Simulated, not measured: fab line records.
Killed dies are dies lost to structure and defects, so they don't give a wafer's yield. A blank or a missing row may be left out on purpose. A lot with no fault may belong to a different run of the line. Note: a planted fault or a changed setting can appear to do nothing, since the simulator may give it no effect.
Which of the tools did it? || flow n5 finfet || 12 lots (36 wafers sampled), 1 step of a 1938-step route

== WHAT EACH GAUGE READ, for each wafer ==
N5_FIN_CUT_OVL_MEAS_09.
{"lot": "L075", "measured": "day 2 10:41", "on": "overlay-02", "FIN_CUT_OVL (nm)": "0.7 -0.3 0.4"}
{"lot": "L077", "measured": "day 2 21:05", "on": "overlay-01", "FIN_CUT_OVL (nm)": "0.5 0.6 -0.1"}
{"lot": "L079", "measured": "day 3 12:10", "on": "overlay-02", "FIN_CUT_OVL (nm)": "0.4 -0.2 -0.7"}
{"lot": "L081", "measured": "day 3 20:49", "on": "overlay-01", "FIN_CUT_OVL (nm)": "0.1 0.1 1.2"}
{"lot": "L083", "measured": "day 4 08:44", "on": "overlay-01", "FIN_CUT_OVL (nm)": "0.5 0.5 1.5"}
{"lot": "L085", "measured": "day 4 21:53", "on": "overlay-02", "FIN_CUT_OVL (nm)": "-0.4 -1.0 -1.0"}
{"lot": "L087", "measured": "day 5 10:21", "on": "overlay-01", "FIN_CUT_OVL (nm)": "-0.2 0.0 -0.3"}
{"lot": "L089", "measured": "day 5 20:24", "on": "overlay-01", "FIN_CUT_OVL (nm)": "-0.3 0.0 0.3"}
{"lot": "L091", "measured": "day 6 10:30", "on": "overlay-02", "FIN_CUT_OVL (nm)": "0.5 -0.2 1.0"}
{"lot": "L093", "measured": "day 7 02:50", "on": "overlay-01", "FIN_CUT_OVL (nm)": "-0.4 -0.2 -1.1"}
{"lot": "L095", "measured": "day 7 08:44", "on": "overlay-01", "FIN_CUT_OVL (nm)": "-1.3 -0.7 -0.3"}
{"lot": "L097", "measured": "day 7 19:56", "on": "overlay-01", "FIN_CUT_OVL (nm)": "0.3 0.5 0.2"}

== WHAT TOOL EACH LOT RAN ON (gives the tool, then ch and the chambers of the sampled wafers, and finally the start) ==
There is no process step in the record ahead of these readings.

== THE ANSWER, worked out from the rows above alone ==
Rule: the usual values come from the lots themselves. The widest of any qualifying gaps counts: lots, ordered by their means at a reading, are off when they make up no more than a third of the lots, leave a main group of 4 or more, and stand apart from it by 3 or more times the standard deviation of that group's means. The tables above print the reading to a certain number of digits; a main group whose means all agree to those digits is not used. A lot without any number at a reading at which 4 lots or more have one is off too. Where the step has rows for the other lots, those lots are counted as sound.
No lot is off at any reading shown: from this, nothing can be told.

== WHAT THE SIMULATOR HAD PUT IN ==
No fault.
